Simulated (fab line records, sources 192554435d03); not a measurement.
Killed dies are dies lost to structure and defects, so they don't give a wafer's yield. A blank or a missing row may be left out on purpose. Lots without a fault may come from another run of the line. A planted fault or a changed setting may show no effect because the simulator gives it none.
fab line records | flow n5_finfet
record lots=9 wafers=27 last_day=18
route steps=1938 shown DUMMY_GATE@249 SD_EPI_N@282 SD_ACTIVATION@332 BEOL_M4@1111 PASSIVATION@1936
lots that met no fault: from a run of the same line without faults
start_h: hours from the record's first day to the start of the lot's first wafer shown | wait_h: hours since the lot's step before | " the same as in the row above | L1.1+2: a row that stands for several wafers | - no value, or no start given | * or withheld: withheld | < > ~ a bound
route shown NAME@n: a module of which the file shows steps, and the number in the route of the first | usual: mean/standard deviation of fault-free wafers | same: alike in all rows | chamber/n: place in a boat | sites: the reading at each site | _std_site: their standard deviation | _edge_site: outer sites' mean less inner sites' | radius_mm: how far each site lies from the wafer's centre | mask NAME#n: copy n | behind: the tool/chamber that last shaped the wafer | hold: why the lot was held/for how many hours/how that ended | device: the transistor (n, p or np) that didn't switch | end of line: the same wafers' tests at the end of the route | a step without rows: its recipe alone | killed: dies lost to structure and defects at the first sort, not the wafer's yield | map: a wafer's dies, x killed, . not, _ none there
set.NAME: the setting as run; set.NAME@STEP: as run at that earlier step | model.NAME: the simulator's own value behind a step, which no gauge read
steps of the route over a sample of lots; a table a step, a row a wafer
services: from which hour (start_h, from the record's first day; less than 0 if before it) a tool's chamber was out of use, for how many hours, and why
## steps
# step N5_DUMMY_GATE_CD_MEAS_24
# recipe target_cd_nm=15
# usual cd_nm=14.8/0.53
# columns lot.wafer tool chamber start_h wait_h cd_nm
L259.3 cd_sem-01 - 55.12 0.1 14.7
L259.4 " - " " 14.4
L259.6 " - " " 14.2
L261.1 cd_sem-02 - 65.00 0.1 14.7
L261.4 " - " " 14.6
L261.5 " - " " 14.9
L266.1 cd_sem-03 - 96.99 0.1 14.9
L266.4 " - " " 15.4
L266.5 " - " " 14.6
L269.1 cd_sem-01 - 113.42 0.1 15.3
L269.3 " - " " 15.0
L269.6 " - " " 14.4
L272.3 cd_sem-02 - 131.55 0.1 14.9
L272.4 " - " " 14.6
L272.5 " - " " 14.7
L277.3 cd_sem-03 - 163.64 0.1 15.4
L277.4 " - " " 15.1
L277.6 " - " " 15.1
L279.1 cd_sem-01 - 177.29 0.1 14.3
L279.4 " - " " 14.0
L279.6 " - " " 14.3
L280.2 cd_sem-01 - 179.72 0.1 14.6
L280.3 " - " " 15.3
L280.4 " - " " 15.2
L281.1 cd_sem-01 - 186.82 0.1 15.0
L281.3 " - " " 14.4
L281.6 " - " " 13.7
# step N5_DUMMY_GATE_STRIP_48
# recipe chemistry=N2/H2 time_s=20 power_w=100 temp_c=40 pressure_mtorr=100 rf_frequency_hz=6e+07 bias_power_w=3 n2_flow_sccm=300 h2_flow_sccm=300
# usual drypump_motor_current_A=5.5/0.38 oes_product_au=0.78/0.082 rf_vpp_V=45.3/0.79 showerhead_plenum_p_Torr=3.40/0.12 throttle_valve_pct=12.28/0.18
# columns lot.wafer tool chamber start_h wait_h drypump_motor_current_A oes_product_au rf_hours_counter_h rf_vpp_V showerhead_plenum_p_Torr throttle_valve_pct
L259.3 rie_diel-04 3 55.33 0.0 5.4 0.75 158 46.2 3.52 12.31
L259.4 " 0 " " 5.6 0.92 14 45.2 3.32 11.96
L259.6 " 3 " " 5.4 0.75 - 46.2 3.52 12.31
L261.1 rie_diel-02 0 65.23 0.0 4.8 0.71 195 45.4 3.37 12.58
L261.4 " 1 " " 6.0 0.75 161 45.7 3.34 12.28
L261.5 " 3 " " 5.7 0.94 - 44.3 3.60 12.37
L266.1 rie_diel-02 1 97.09 0.0 6.0 0.74 172 45.0 3.34 12.30
L266.4 " 0 " " 4.8 0.71 205 45.5 3.37 12.62
L266.5 " 2 " " 5.8 0.69 - 44.0 3.31 12.27
L269.1 rie_diel-02 3 113.52 0.0 5.7 0.91 20 44.2 3.60 12.43
L269.3 " 0 " " 4.8 0.70 212 46.9 3.36 12.65
L269.6 " 3 " " 5.7 0.92 - 44.8 3.60 12.43
L272.3 rie_diel-06 0 131.64 0.0 5.6 0.76 142 46.2 3.54 12.34
L272.4 " 3 " " 5.2 0.89 30 45.7 3.61 11.97
L272.5 " 3 " " 5.2 0.89 - 45.3 3.61 11.96
L277.3 rie_diel-06 3 163.73 0.0 5.2 0.87 40 44.7 3.60 12.00
L277.4 " 0 " " 5.6 0.75 151 46.5 3.54 12.36
L277.6 " 1 " " 5.4 0.85 - 45.8 3.29 12.24
L279.1 rie_diel-04 1 177.38 0.0 5.0 0.68 225 45.4 3.33 12.48
L279.4 " 2 " " 5.7 0.72 163 44.6 3.22 12.18
L279.6 " 2 " " 5.7 0.73 - 44.3 3.22 12.19
L280.2 rie_diel-06 1 179.81 0.0 5.4 0.85 62 45.3 3.29 12.27
L280.3 " 2 " " 6.1 0.77 129 44.6 3.40 12.29
L280.4 " 0 " " 5.6 0.75 - 46.3 3.53 12.39
L281.1 rie_diel-04 2 186.91 0.0 5.7 0.72 166 44.7 3.22 12.19
L281.3 " 0 " " 5.6 0.85 55 45.4 3.30 12.06
L281.6 " 3 " " 5.4 0.72 - 46.5 3.50 12.40
# step N5_SD_EPI_N_STRIP_38
# recipe chemistry=N2/H2 power_w=1000 temp_c=250 h2_frac=0.65 overash_fraction=0.3 pressure_mtorr=withheld n2_flow_sccm=1750 h2_flow_sccm=3250
# usual drypump_motor_current_A=5.3/0.37 heater_power_w=351/30 oes_product_au=0.762/0.011
# columns lot.wafer tool chamber start_h wait_h drypump_motor_current_A heater_power_w oes_product_au rf_hours_counter_h
L259.3 plasma_asher-01 1 57.41 0.1 5.7 311 0.743 -
L259.4 " 0 " " 5.7 332 0.754 -
L259.6 " 0 " " 5.7 327 0.754 -
L261.1 plasma_asher-01 1 67.39 0.1 5.7 305 0.753 37
L261.4 " 1 " " 5.7 307 0.762 -
L261.5 " 0 " " 5.7 332 0.764 -
L266.1 plasma_asher-01 0 99.24 0.1 5.7 333 0.785 44
L266.4 " 0 " " 5.7 336 0.772 -
L266.5 " 1 " " 5.7 316 0.772 -
L269.1 plasma_asher-01 1 116.12 0.1 5.7 305 0.760 46
L269.3 " 1 " " 5.7 308 0.754 -
L269.6 " 1 " " 5.7 308 0.763 -
L272.3 plasma_asher-02 0 133.68 0.1 4.8 372 0.781 -
L272.4 " 1 " " 5.2 393 0.761 -
L272.5 " 0 " " 4.8 371 0.756 -
L277.3 plasma_asher-02 1 166.67 0.1 5.1 388 0.767 -
L277.4 " 0 " " 4.7 368 0.735 -
L277.6 " 0 " " 4.8 363 0.780 -
L279.1 plasma_asher-02 1 179.99 0.3 5.2 385 0.768 110
L279.4 " 1 " " 5.2 388 0.763 -
L279.6 " 1 " " 5.1 390 0.745 -
L280.2 plasma_asher-02 1 183.27 0.1 5.1 383 0.758 111
L280.3 " 1 " " 5.2 393 0.734 -
L280.4 " 0 " " 4.9 370 0.765 -
L281.1 plasma_asher-02 0 189.65 0.1 4.8 378 0.768 114
L281.3 " 0 " " 4.8 376 0.765 -
L281.6 " 0 " " 4.8 363 0.761 -
# step N5_SD_EPI_N_EPI_21
# recipe material=Si:P dopant=P temp_c=680 pressure_torr=255 time_s=690
# usual chamber_pressure_Torr=255.1/0.64 lamp_inner_pct=14.1/0.49
# columns lot.wafer tool chamber start_h wait_h chamber_pressure_Torr lamp_inner_pct
L259.3 epi_rpcvd-04 0 59.08 0.7 255.1 14.8
L259.4 " 0 " " 256.0 14.6
L259.6 " 0 " " 255.7 14.6
L261.1 epi_rpcvd-01 0 68.28 0.1 255.0 14.3
L261.4 " 0 " " 255.5 14.3
L261.5 " 0 " " 256.1 14.3
L266.1 epi_rpcvd-02 0 100.14 0.1 394.0 13.7
L266.4 " 0 " " 394.1 13.4
L266.5 " 0 " " 393.7 13.5
L269.1 epi_rpcvd-02 0 117.03 0.1 393.2 13.5
L269.3 " 0 " " 394.8 13.7
L269.6 " 0 " " 394.3 13.7
L272.3 epi_rpcvd-01 0 135.47 0.9 255.2 14.5
L272.4 " 0 " " 255.1 14.4
L272.5 " 0 " " 253.9 14.4
L277.3 epi_rpcvd-04 0 168.47 0.9 254.5 14.6
L277.4 " 0 " " 255.0 14.7
L277.6 " 0 " " 254.9 14.5
L279.1 epi_rpcvd-04 0 180.88 0.1 254.5 14.4
L279.4 " 0 " " 254.2 14.9
L279.6 " 0 " " 254.8 14.5
L280.2 epi_rpcvd-02 0 184.47 0.4 255.1 13.5
L280.3 " 0 " " 254.1 13.5
L280.4 " 0 " " 254.2 13.6
L281.1 epi_rpcvd-01 0 191.08 0.4 255.5 14.5
L281.3 " 0 192.41 1.5 254.9 14.3
L281.6 " 0 194.40 3.3 254.2 14.4
# step N5_SD_EPI_N_EPI_MEAS_23
# recipe mode=xrd
# usual thk_nm=59.1/1.2
# columns lot.wafer tool chamber start_h wait_h thk_nm
L259.3 film_metro-02 - 60.26 0.9 59.0
L259.4 " - " " 60.0
L259.6 " - " " 59.2
L261.1 film_metro-02 - 70.01 1.5 59.0
L261.4 " - " " 59.5
L261.5 " - " " 56.3
L266.1 film_metro-02 - 101.85 1.4 70.2
L266.4 " - " " 70.8
L266.5 " - " " 72.3
L269.1 film_metro-02 - 118.74 1.4 73.5
L269.3 " - " " 70.3
L269.6 " - " " 71.6
L272.3 film_metro-02 - 137.01 1.2 56.1
L272.4 " - " " 57.3
L272.5 " - " " 57.3
L277.3 film_metro-02 - 170.01 1.2 57.0
L277.4 " - " " 60.2
L277.6 " - " " 60.8
L279.1 film_metro-01 - 182.60 1.4 59.9
L279.4 " - " " 59.3
L279.6 " - " " 59.7
L280.2 film_metro-02 - 185.92 1.2 58.8
L280.3 " - " " 59.9
L280.4 " - " " 59.2
L281.1 film_metro-02 - 195.10 3.4 58.6
L281.3 " - " " 60.5
L281.6 " - " " 58.4
# step N5_SD_ACTIVATION_RS_MEAS_03
# recipe thk_meas_gauge=four-point-probe
# usual RS_SD_N=21.89/0.28 RS_SD_P=56.2/0.9
# columns lot.wafer tool chamber start_h wait_h RS_SD_N[ohm/sq] RS_SD_P[ohm/sq]
L259.3 film_metro-02 - 65.55 0.2 21.82 57.0
L259.4 " - " " 21.71 57.0
L259.6 " - " " 21.99 57.5
L261.1 film_metro-02 - 75.23 0.2 21.91 58.0
L261.4 " - " " 22.00 57.5
L261.5 " - " " 22.28 57.2
L266.1 film_metro-02 - 107.34 0.2 17.36 54.2
L266.4 " - " " 18.01 53.7
L266.5 " - " " 17.61 53.8
L269.1 film_metro-01 - 124.94 0.2 17.40 56.1
L269.3 " - " " 17.55 55.9
L269.6 " - " " 17.80 55.7
L272.3 film_metro-01 - 142.15 0.2 22.46 56.1
L272.4 " - " " 22.06 56.4
L272.5 " - " " 22.26 56.2
L277.3 film_metro-01 - 175.24 0.2 22.30 55.6
L277.4 " - " " 22.42 55.5
L277.6 " - " " 22.27 55.0
L279.1 film_metro-01 - 187.66 0.2 22.21 55.6
L279.4 " - " " 21.82 56.5
L279.6 " - " " 22.02 55.1
L280.2 film_metro-01 - 191.18 0.2 21.77 56.8
L280.3 " - " " 21.68 55.7
L280.4 " - " " 21.60 56.4
L281.1 film_metro-02 - 202.25 0.2 21.69 56.8
L281.3 " - " " 21.90 55.4
L281.6 " - " " 21.76 56.3
# step N5_BEOL_M4_RC_MEAS_101
# usual DIBL_N=37.5/2.5 DIBL_P=38/3.1 IOFF_N=0.19/0.059 IOFF_P=0.24/0.061 ION_N=679/16 ION_P=465/9.8 RS_SD_N=28.4/0.39 SS_N=72.0/0.8 SS_P=73.7/0.86 VT_N=248/4.5 VT_P=-249/3.5
# columns lot.wafer tool chamber start_h wait_h DIBL_N[mV/V] DIBL_P[mV/V] IOFF_N[nA/um] IOFF_P[nA/um] ION_N[uA/um] ION_P[uA/um] RS_SD_N[ohm/sq] SS_N[mV/dec] SS_P[mV/dec] VT_N[mV] VT_P[mV]
L259.3 prober-02 0 170.07 0.3 37.3 38 0.18 0.23 677 459 28.5 72.0 73.5 250 -250
L259.4 " 0 " " 37.3 40 0.19 0.27 675 465 28.4 72.5 74.2 248 -248
L259.6 " 0 " " 37.4 38 0.18 0.22 676 460 28.3 72.6 73.8 255 -252
L261.1 prober-01 0 188.43 0.0 35.7 36 0.15 0.19 673 458 28.3 71.9 72.4 253 -250
L261.4 " 0 " " 33.3 34 0.11 0.17 651 455 28.6 70.6 71.8 255 -253
L261.5 " 0 " " 37.1 38 0.18 0.24 669 461 28.4 71.6 73.8 248 -249
L266.1 prober-01 0 237.18 0.1 35.2 35 0.12 0.16 669 453 22.7 70.9 73.2 258 -253
L266.4 " 0 " " 39.6 39 0.21 0.24 685 467 22.8 72.1 74.1 245 -249
L266.5 " 0 " " 38.0 37 0.16 0.20 664 452 22.9 71.7 73.1 249 -251
L269.1 prober-02 0 252.06 0.0 39.9 40 0.27 0.28 707 469 22.6 72.0 73.5 241 -247
L269.3 " 0 " " 37.4 38 0.19 0.24 685 463 23.2 72.1 73.4 246 -248
L269.6 " 0 " " 43.1 45 0.42 0.43 727 484 22.7 73.1 74.8 236 -242
L272.3 prober-02 0 259.21 0.3 35.8 36 0.13 0.21 659 465 29.2 71.9 73.3 256 -249
L272.4 " 0 " " 36.5 37 0.14 0.21 658 455 29.0 71.5 73.3 252 -250
L272.5 " 0 " " 38.3 38 0.19 0.27 682 471 28.8 72.0 74.3 248 -248
L277.3 prober-02 0 288.15 0.3 37.6 37 0.19 0.24 683 463 28.9 72.1 73.9 249 -249
L277.4 " 0 " " 35.7 34 0.16 0.21 667 462 28.9 71.5 73.3 249 -250
L277.6 " 0 " " 37.4 36 0.20 0.24 685 466 28.8 72.0 73.8 244 -250
L279.1 prober-01 0 310.43 0.0 38.6 42 0.21 0.29 685 475 28.7 72.0 74.4 247 -249
L279.4 " 0 " " 39.0 39 0.20 0.23 676 455 28.6 71.8 74.7 247 -251
L279.6 " 0 " " 39.9 41 0.23 0.26 687 466 28.3 72.2 74.6 245 -249
L280.2 prober-02 0 312.12 0.2 37.5 39 0.18 0.22 679 466 28.4 72.5 73.7 251 -252
L280.3 " 0 " " 34.7 35 0.13 0.17 673 459 28.3 71.5 73.4 254 -252
L280.4 " 0 " " 37.5 40 0.19 0.26 677 463 28.1 72.1 74.5 248 -249
L281.1 prober-02 0 317.13 0.0 36.5 37 0.18 0.22 681 462 28.2 72.6 73.0 250 -249
L281.3 " 0 " " 36.5 39 0.19 0.27 690 476 28.2 72.7 74.0 247 -247
L281.6 " 0 " " 36.0 37 0.15 0.20 677 461 28.1 72.3 73.7 253 -253
# step N5_PASSIVATION_PROBE_49
# usual defect_limited_yield=91.0/1.4 killed_at_M0_to_M3=35/10 killed_at_M4_up=14/5.5 killed_at_contacts=13/5.6 killed_at_front_end=41/11 killed_at_other=4/3.4 killed_dies=106/16 killed_open=68/12 killed_short=35/7.3 sort_bin_4_leakage=0.3/2.1 sort_bin_5_function=5.3/0.89 sort_bin_6_memory=3.4/0.67 sort_bin_8_speed=0.01/0.11 sort_n_pass=1070/28 sort_yield_pct=90.7/2.4
# same gross_dies=1180 killed_at_back_side=0
# columns lot.wafer tool chamber start_h wait_h defect_limited_yield[%] killed_at_M0_to_M3 killed_at_M4_up killed_at_contacts killed_at_front_end killed_at_other killed_dies killed_open killed_short sort_bin_4_leakage[%] sort_bin_5_function[%] sort_bin_6_memory[%] sort_bin_8_speed[%] sort_n_pass sort_yield_pct[%]
L269.1 prober-02 - 355.28 0.0 89.2 41 18 13 49 7 128 88 36 0.1 5.3 5.3 0 1051 89.1
L269.6 prober-02 - 355.53 0.3 93.6 34 15 8 18 1 76 52 20 18.1 3.0 3.1 0 890 75.4
# killed by level:class
L269.1 STI_FIN_REVEAL:geometric_particle:open=16 BEOL_M2:geometric_particle:open=10 MOL_CONTACT_COAG:geometric_particle:open=9 FIN_SAQP:geometric_particle:open=8 BEOL_M3:geometric_particle:open=8 BEOL_M4:geometric_particle:open=7 FIN_SAQP:geometric_particle:short=5 BEOL_M0_SAQP:geometric_particle:open=5
L269.6 BEOL_M1:geometric_particle:open=9 MOL_CONTACT_COAG:geometric_particle:open=7 BEOL_M3:geometric_particle:open=7 BEOL_M0_SAQP:geometric_particle:open=6 BEOL_M8:geometric_particle:open=5 FIN_SAQP:geometric_particle:short=3 DUMMY_GATE:geometric_particle:open=3 BEOL_M0_SAQP:geometric_particle:short=3
## services
# columns tool chamber start_h hours kind
rie_diel-04 2 33.25 6.9 repair
epi_rpcvd-01 - 54.62 4.3 pm
plasma_asher-02 - 84.72 2.5 repair
epi_rpcvd-02 - 89.15 2.8 pm
rie_diel-02 3 98.29 13.9 repair
rie_diel-02 - 99.37 0.4 repair
rie_diel-02 2 112.20 - clean
rie_diel-02 2 112.20 - consumable_replace:focus_ring
rie_diel-02 2 112.20 20.4 scheduled_down
rie_diel-02 2 112.20 20.4 vent_cycle
rie_diel-04 - 115.63 0.3 repair
epi_rpcvd-04 - 128.08 2.8 pm
plasma_asher-01 - 167.89 10.1 repair
rie_diel-06 3 176.37 19.3 repair
epi_rpcvd-04 - 191.03 8.1 pm
## key
first_sign step=N5_SD_EPI_N_EPI_21 reading=chamber_pressure_Torr direction=up sigmas=99+ usual=255.1 struck=394.0
effect step=N5_SD_EPI_N_EPI_MEAS_23 reading=thk_nm direction=up sigmas=10 usual=* struck=*
effect step=N5_SD_ACTIVATION_RS_MEAS_03 reading=RS_SD_N direction=down sigmas=15 usual=21.89 struck=17.62
effect step=N5_BEOL_M4_RC_MEAS_101 reading=RS_SD_N direction=down sigmas=14 usual=28.4 struck=22.8
met_at N5_SD_EPI_N_EPI_21
struck_lots L266,L269
not_acting_at N5_DUMMY_GATE_CD_MEAS_24,N5_DUMMY_GATE_STRIP_48,N5_SD_EPI_N_STRIP_38
fault kind=process_parameter_drift tool=epi_rpcvd-02 chamber=- onset_h=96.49 steps=N5_SD_EPI_N_EPI_21 channel=pressure_torr offset=139.37 shape=step end_h=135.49 acts_in=these_recipes_only stated=255
